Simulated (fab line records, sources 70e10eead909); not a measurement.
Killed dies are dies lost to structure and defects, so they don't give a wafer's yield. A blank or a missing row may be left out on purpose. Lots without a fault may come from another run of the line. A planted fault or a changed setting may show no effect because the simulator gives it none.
Which tool did it? | flow nand_harc | 24 lots, 72 wafers sampled, at 6 steps of a route of 1302

WHAT THE GAUGES READ, wafer by wafer
The record holds no reading of a measuring or inspecting step that can be judged against a usual standard deviation.

WHICH TOOL RAN EACH LOT (tool, then ch and the chambers of the sampled wafers, then the start)
lot  | NHARC_A_M1_DEGAS_29          | NHARC_A_M1_PVD_21                       | NHARC_A_BONDPAD_ETCH_24                       | NHARC_A_BONDPAD_ANNEAL_28        | NHARC_THIN_TSV_CMP_01         | NHARC_THIN_TSV_ETCH_15
L074 | pvd_sputter-02, day 23 08:56 | pvd_sputter-02, day 23 14:16 or earlier | rie_diel-08 ch 0,1,3, day 23 14:16 or earlier | rtp_anneal-01 ch 0, day 23 14:16 | cmp-03 ch 1,2,3, day 24 01:43 | rie_si-03 ch 0,1,3, day 24 03:49
L075 | pvd_sputter-01, day 23 22:46 | pvd_sputter-01, day 24 04:20 or earlier | rie_diel-12 ch 1,3, day 24 04:20 or earlier   | rtp_anneal-01 ch 0, day 24 04:20 | cmp-02 ch 0,2, day 24 17:22   | rie_si-03 ch 1,2,3, day 24 19:29
L076 | pvd_sputter-03, day 24 05:19 | pvd_sputter-03, day 24 10:50 or earlier | rie_diel-12 ch 0,1,3, day 24 10:50 or earlier | rtp_anneal-01 ch 0, day 24 10:50 | cmp-03 ch 1,2,3, day 25 02:26 | rie_si-02 ch 0,1,3, day 25 04:29
L078 | pvd_sputter-03, day 24 10:54 | pvd_sputter-03, day 24 16:18 or earlier | rie_diel-12 ch 0,2, day 24 16:18 or earlier   | rtp_anneal-01 ch 0, day 24 16:18 | cmp-01 ch 0,3, day 25 03:38   | rie_si-02 ch 0,1,3, day 25 05:41
L077 | pvd_sputter-01, day 24 11:35 | pvd_sputter-01, day 24 16:58 or earlier | rie_diel-12 ch 0,2,3, day 24 16:58 or earlier | rtp_anneal-02 ch 0, day 24 16:58 | cmp-03 ch 1,3, day 25 04:50   | rie_si-04 ch 0,2, day 25 06:58
L079 | pvd_sputter-03, day 24 17:02 | pvd_sputter-03, day 24 22:16 or earlier | rie_diel-08 ch 0,1, day 24 22:16 or earlier   | rtp_anneal-01 ch 0, day 24 22:16 | cmp-02 ch 0,1, day 25 11:46   | rie_si-02 ch 2,3, day 25 13:56
L080 | pvd_sputter-03, day 25 09:49 | pvd_sputter-03, day 25 15:16 or earlier | rie_diel-08 ch 0,1,3, day 25 15:16 or earlier | rtp_anneal-01 ch 0, day 25 15:16 | cmp-01 ch 1,2,3, day 26 03:03 | rie_si-03 ch 0,1,3, day 26 05:11
L081 | pvd_sputter-03, day 25 12:46 | pvd_sputter-03, day 25 18:27 or earlier | rie_diel-08 ch 0,1,2, day 25 18:27 or earlier | rtp_anneal-02 ch 0, day 25 18:27 | cmp-01 ch 1,3, day 26 04:13   | rie_si-03 ch 0,1, day 26 06:29
L082 | pvd_sputter-01, day 26 10:04 | pvd_sputter-01, day 26 15:28 or earlier | rie_diel-03 ch 0,1,3, day 26 15:28 or earlier | rtp_anneal-02 ch 0, day 26 15:28 | cmp-01 ch 1,2,3, day 27 03:23 | rie_si-04 ch 0,1,3, day 27 05:29
L083 | pvd_sputter-02, day 27 08:41 | pvd_sputter-02, day 27 15:13 or earlier | rie_diel-08 ch 1,3, day 27 15:13 or earlier   | rtp_anneal-01 ch 0, day 27 15:13 | cmp-01 ch 0,2,3, day 28 02:59 | rie_si-02 ch 2,3, day 28 05:05
L084 | pvd_sputter-01, day 27 14:23 | pvd_sputter-01, day 27 19:40 or earlier | rie_diel-12 ch 0,1,2, day 27 19:40 or earlier | rtp_anneal-01 ch 0, day 27 19:40 | cmp-01 ch 1,2,3, day 28 12:13 | rie_si-03 ch 0,1,3, day 28 14:13
L085 | pvd_sputter-01, day 27 16:46 | pvd_sputter-01, day 27 22:16 or earlier | rie_diel-08 ch 1,2, day 27 22:16 or earlier   | rtp_anneal-02 ch 0, day 27 22:16 | cmp-01 ch 1,2,3, day 28 11:03 | rie_si-02 ch 1,2, day 28 13:09
L086 | pvd_sputter-01, day 28 14:43 | pvd_sputter-01, day 28 20:24 or earlier | rie_diel-08 ch 1,2,3, day 28 20:24 or earlier | rtp_anneal-01 ch 0, day 28 20:24 | cmp-02 ch 0,3, day 29 12:24   | rie_si-04 ch 0,1,3, day 29 14:32
L087 | pvd_sputter-01, day 28 17:53 | pvd_sputter-01, day 28 23:09 or earlier | rie_diel-08 ch 0,1,2, day 28 23:09 or earlier | rtp_anneal-01 ch 0, day 28 23:09 | cmp-01 ch 0,2,3, day 29 13:37 | rie_si-03 ch 1,2,3, day 29 15:44
L088 | pvd_sputter-02, day 28 23:33 | pvd_sputter-02, day 29 04:54 or earlier | rie_diel-12 ch 0,1,3, day 29 04:54 or earlier | rtp_anneal-01 ch 0, day 29 04:54 | cmp-01 ch 0,2,3, day 29 16:48 | rie_si-03 ch 0,1, day 29 18:53
L089 | pvd_sputter-03, day 29 05:46 | pvd_sputter-03, day 29 11:19 or earlier | rie_diel-08 ch 0,1,3, day 29 11:19 or earlier | rtp_anneal-02 ch 0, day 29 11:19 | cmp-03 ch 0,2,3, day 29 23:06 | rie_si-02 ch 0,2,3, day 30 01:12
L090 | pvd_sputter-02, day 29 07:52 | pvd_sputter-02, day 29 13:27 or earlier | rie_diel-03 ch 0,2,3, day 29 13:27 or earlier | rtp_anneal-01 ch 0, day 29 13:27 | cmp-01 ch 0,2,3, day 30 00:20 | rie_si-03 ch 0,2, day 30 02:26
L091 | pvd_sputter-03, day 30 00:17 | pvd_sputter-03, day 30 05:42 or earlier | rie_diel-12 ch 1,2,3, day 30 05:42 or earlier | rtp_anneal-01 ch 0, day 30 05:42 | cmp-03 ch 2,3, day 30 17:38   | rie_si-02 ch 1,3, day 30 19:47
L092 | pvd_sputter-01, day 30 01:40 | pvd_sputter-01, day 30 07:05 or earlier | rie_diel-03 ch 2,3, day 30 07:05 or earlier   | rtp_anneal-02 ch 0, day 30 07:05 | cmp-02 ch 1,3, day 30 18:50   | rie_si-03 ch 0,2,3, day 30 20:50
L093 | pvd_sputter-02, day 30 15:41 | pvd_sputter-02, day 30 21:07 or earlier | rie_diel-12 ch 1,2,3, day 30 21:07 or earlier | rtp_anneal-01 ch 0, day 30 21:07 | cmp-01 ch 1,2,3, day 31 09:40 | rie_si-02 ch 1,2,3, day 31 11:48
L095 | pvd_sputter-03, day 31 06:38 | pvd_sputter-03, day 31 12:22 or earlier | rie_diel-03 ch 0,2,3, day 31 12:22 or earlier | rtp_anneal-01 ch 0, day 31 12:22 | cmp-03 ch 0,1,3, day 32 01:16 | rie_si-04 ch 0,3, day 32 03:13
L096 | pvd_sputter-02, day 31 08:17 | pvd_sputter-02, day 31 13:31 or earlier | rie_diel-03 ch 0,1,2, day 31 13:31 or earlier | rtp_anneal-02 ch 0, day 31 13:31 | cmp-01 ch 0,2,3, day 32 02:29 | rie_si-04 ch 0,1,2, day 32 04:43
L094 | pvd_sputter-03, day 31 20:41 | pvd_sputter-03, day 32 00:55 or earlier | rie_diel-03 ch 0,2,3, day 32 00:55            | rtp_anneal-01 ch 0, day 32 02:04 | cmp-01 ch 1,3, day 32 14:07   | rie_si-02 ch 0,2,3, day 32 16:14
L097 | pvd_sputter-02, day 32 09:13 | pvd_sputter-02, day 32 14:38 or earlier | rie_diel-12 ch 2,3, day 32 14:38 or earlier   | rtp_anneal-01 ch 0, day 32 14:38 | cmp-01 ch 0,1,3, day 33 02:55 | rie_si-02 ch 0,2, day 33 05:02
- NHARC_A_M1_DEGAS_29: time 60 s.
- NHARC_A_M1_PVD_21: deposits Cu, target thk 30 nm, time 20.49 s.
- NHARC_A_BONDPAD_ETCH_24: etches the open film in CF4/N2, target depth 30 nm, time 72.99 s.
- NHARC_A_BONDPAD_ANNEAL_28: time 90 s.
- NHARC_THIN_TSV_CMP_01: polishes.
- NHARC_THIN_TSV_ETCH_15: target depth 3000 nm, bosch target overetch cycles 2, bosch etch step 2.8 s.

WHAT THE TOOLS THEMSELVES READ (means of the sampled wafers that have a number; where no wafer has one, the mark that the record gives instead)
NHARC_A_M1_DEGAS_29.
lot  | tool           | heater_power_w (W)
L074 | pvd_sputter-02 | 334
L075 | pvd_sputter-01 | 332
L076 | pvd_sputter-03 | 388
L078 | pvd_sputter-03 | 422
L077 | pvd_sputter-01 | 338
L079 | pvd_sputter-03 | 381
L080 | pvd_sputter-03 | 371
L081 | pvd_sputter-03 | 300
L082 | pvd_sputter-01 | 320
L083 | pvd_sputter-02 | 345
L084 | pvd_sputter-01 | 341
L085 | pvd_sputter-01 | 327
L086 | pvd_sputter-01 | 319
L087 | pvd_sputter-01 | 341
L088 | pvd_sputter-02 | 295
L089 | pvd_sputter-03 | 334
L090 | pvd_sputter-02 | 332
L091 | pvd_sputter-03 | 347
L092 | pvd_sputter-01 | 322
L093 | pvd_sputter-02 | 286
L095 | pvd_sputter-03 | 335
L096 | pvd_sputter-02 | 301
L094 | pvd_sputter-03 | 345
L097 | pvd_sputter-02 | 310

NHARC_A_M1_PVD_21.
lot  | tool           | throttle_valve_pct (%)
L074 | pvd_sputter-02 | 29.4
L075 | pvd_sputter-01 | 29.1
L076 | pvd_sputter-03 | 30.2
L078 | pvd_sputter-03 | 29.5
L077 | pvd_sputter-01 | 29.7
L079 | pvd_sputter-03 | 30.2
L080 | pvd_sputter-03 | 29.5
L081 | pvd_sputter-03 | 30.3
L082 | pvd_sputter-01 | 29.4
L083 | pvd_sputter-02 | 28.9
L084 | pvd_sputter-01 | 30.3
L085 | pvd_sputter-01 | 30.7
L086 | pvd_sputter-01 | 30.1
L087 | pvd_sputter-01 | 29.6
L088 | pvd_sputter-02 | 29.5
L089 | pvd_sputter-03 | 29.5
L090 | pvd_sputter-02 | 29.8
L091 | pvd_sputter-03 | 30.0
L092 | pvd_sputter-01 | 30.2
L093 | pvd_sputter-02 | 29.2
L095 | pvd_sputter-03 | 29.9
L096 | pvd_sputter-02 | 29.7
L094 | pvd_sputter-03 | 30.3
L097 | pvd_sputter-02 | 29.7

NHARC_A_BONDPAD_ETCH_24.
lot  | tool        | drypump_motor_current_A (A) | oes_product_au (a.u.) | rf_vpp_V (V) | showerhead_plenum_p_Torr (Torr) | throttle_valve_pct (%)
L074 | rie_diel-08 | 5.8                         | 1.002                 | 312.1        | 2.56                            | 19.795
L075 | rie_diel-12 | 5.9                         | 0.999                 | 314.5        | 2.63                            | 19.792
L076 | rie_diel-12 | 5.6                         | 0.994                 | 314.0        | 2.61                            | 19.790
L078 | rie_diel-12 | 5.2                         | 1.001                 | 312.5        | 2.50                            | 19.790
L077 | rie_diel-12 | 5.5                         | 0.999                 | 313.2        | 2.56                            | 19.792
L079 | rie_diel-08 | 5.9                         | 1.003                 | 311.1        | 2.45                            | 19.793
L080 | rie_diel-08 | 5.7                         | 1.011                 | 314.2        | 2.55                            | 19.797
L081 | rie_diel-08 | 5.7                         | 0.994                 | 310.6        | 2.49                            | 19.795
L082 | rie_diel-03 | 5.8                         | 0.991                 | 312.5        | 2.55                            | 19.783
L083 | rie_diel-08 | 5.4                         | 1.023                 | 313.9        | 2.56                            | 19.784
L084 | rie_diel-12 | 5.5                         | 0.999                 | 312.6        | 2.52                            | 19.805
L085 | rie_diel-08 | 5.5                         | 0.991                 | 312.8        | 2.53                            | 19.794
L086 | rie_diel-08 | 5.5                         | 1.005                 | 313.2        | 2.59                            | 19.799
L087 | rie_diel-08 | 5.7                         | 1.011                 | 312.1        | 2.49                            | 19.790
L088 | rie_diel-12 | 5.6                         | 0.998                 | 313.6        | 2.60                            | 19.787
L089 | rie_diel-08 | 5.7                         | 1.008                 | 311.6        | 2.55                            | 19.804
L090 | rie_diel-03 | 6.0                         | 1.001                 | 313.2        | 2.54                            | 19.799
L091 | rie_diel-12 | 5.8                         | 1.007                 | 313.4        | 2.58                            | 19.794
L092 | rie_diel-03 | 5.9                         | 0.998                 | 312.5        | 2.55                            | 19.793
L093 | rie_diel-12 | 5.9                         | 1.004                 | 313.6        | 2.58                            | 19.793
L095 | rie_diel-03 | 6.0                         | 0.994                 | 311.9        | 2.54                            | 19.792
L096 | rie_diel-03 | 5.9                         | 0.998                 | 313.9        | 2.59                            | 19.790
L094 | rie_diel-03 | 6.0                         | 1.000                 | 312.9        | 2.54                            | 19.796
L097 | rie_diel-12 | 5.8                         | 1.008                 | 314.0        | 2.61                            | 19.792

NHARC_A_BONDPAD_ANNEAL_28.
lot  | tool          | wafer_temp_C_max
L074 | rtp_anneal-01 | 226.4
L075 | rtp_anneal-01 | 226.3
L076 | rtp_anneal-01 | 226.2
L078 | rtp_anneal-01 | 226.1
L077 | rtp_anneal-02 | 225.8
L079 | rtp_anneal-01 | 226.7
L080 | rtp_anneal-01 | 226.4
L081 | rtp_anneal-02 | 225.8
L082 | rtp_anneal-02 | 225.7
L083 | rtp_anneal-01 | 226.5
L084 | rtp_anneal-01 | 226.4
L085 | rtp_anneal-02 | 225.5
L086 | rtp_anneal-01 | 226.5
L087 | rtp_anneal-01 | 226.1
L088 | rtp_anneal-01 | 226.5
L089 | rtp_anneal-02 | 225.5
L090 | rtp_anneal-01 | 226.3
L091 | rtp_anneal-01 | 226.2
L092 | rtp_anneal-02 | 225.8
L093 | rtp_anneal-01 | 226.4
L095 | rtp_anneal-01 | 226.3
L096 | rtp_anneal-02 | 225.6
L094 | rtp_anneal-01 | 226.8
L097 | rtp_anneal-01 | 226.1

NHARC_THIN_TSV_CMP_01.
lot  | tool   | edge_zone_pressure_frac | motor_current_A (A)
L074 | cmp-03 | 1.004                   | 12.5
L075 | cmp-02 | 0.998                   | 12.1
L076 | cmp-03 | 0.997                   | 12.6
L078 | cmp-01 | 1.000                   | 11.5
L077 | cmp-03 | 0.993                   | 12.3
L079 | cmp-02 | 0.999                   | 10.9
L080 | cmp-01 | 1.001                   | 11.5
L081 | cmp-01 | 1.007                   | 11.4
L082 | cmp-01 | 0.991                   | 11.0
L083 | cmp-01 | 0.999                   | 11.4
L084 | cmp-01 | 1.001                   | 11.4
L085 | cmp-01 | 0.999                   | 11.7
L086 | cmp-02 | 1.005                   | 10.9
L087 | cmp-01 | 0.998                   | 12.0
L088 | cmp-01 | 0.997                   | 12.1
L089 | cmp-03 | 1.001                   | 11.8
L090 | cmp-01 | 1.004                   | 12.0
L091 | cmp-03 | 1.002                   | 12.1
L092 | cmp-02 | 0.999                   | 11.0
L093 | cmp-01 | 0.999                   | 12.0
L095 | cmp-03 | 0.994                   | 11.7
L096 | cmp-01 | 1.001                   | 11.8
L094 | cmp-01 | 0.994                   | 11.1
L097 | cmp-01 | 0.994                   | 11.5

NHARC_THIN_TSV_ETCH_15.
lot  | tool      | drypump_motor_current_A (A)
L074 | rie_si-03 | 5.5
L075 | rie_si-03 | 5.6
L076 | rie_si-02 | 5.5
L078 | rie_si-02 | 5.5
L077 | rie_si-04 | 5.8
L079 | rie_si-02 | 5.8
L080 | rie_si-03 | 5.5
L081 | rie_si-03 | 5.2
L082 | rie_si-04 | 6.1
L083 | rie_si-02 | 5.8
L084 | rie_si-03 | 5.5
L085 | rie_si-02 | 5.4
L086 | rie_si-04 | 6.1
L087 | rie_si-03 | 5.7
L088 | rie_si-03 | 5.2
L089 | rie_si-02 | 5.7
L090 | rie_si-03 | 5.6
L091 | rie_si-02 | 5.3
L092 | rie_si-03 | 5.6
L093 | rie_si-02 | 5.5
L095 | rie_si-04 | 6.0
L096 | rie_si-04 | 6.0
L094 | rie_si-02 | 5.7
L097 | rie_si-02 | 5.6

THE ANSWER, worked out from the rows above alone
Rule: what is usual is taken from the lots themselves. Put in order of their means at a reading, lots are off if they are a third of the lots or fewer, leave a main group of 4 or more, and stand apart from it by a gap of 3 or more times the standard deviation of the main group's means; of several such gaps the widest counts. A main group whose means are all the same, to the digits that the tables above print for the reading, isn't used. A lot without any number at a reading at which 4 lots or more have one is off too. The other lots that the step has rows for count as sound. The gauges are gone through in route order, then the tools' own readings, and for those a lot's mean is taken as printed above. The first step at which some lot is off is used, and at that step the reading that is off furthest; a lot without a number counts as furthest.
No lot is off at any reading shown: from this, nothing can be told.

WHAT THE SIMULATOR HAD PUT IN
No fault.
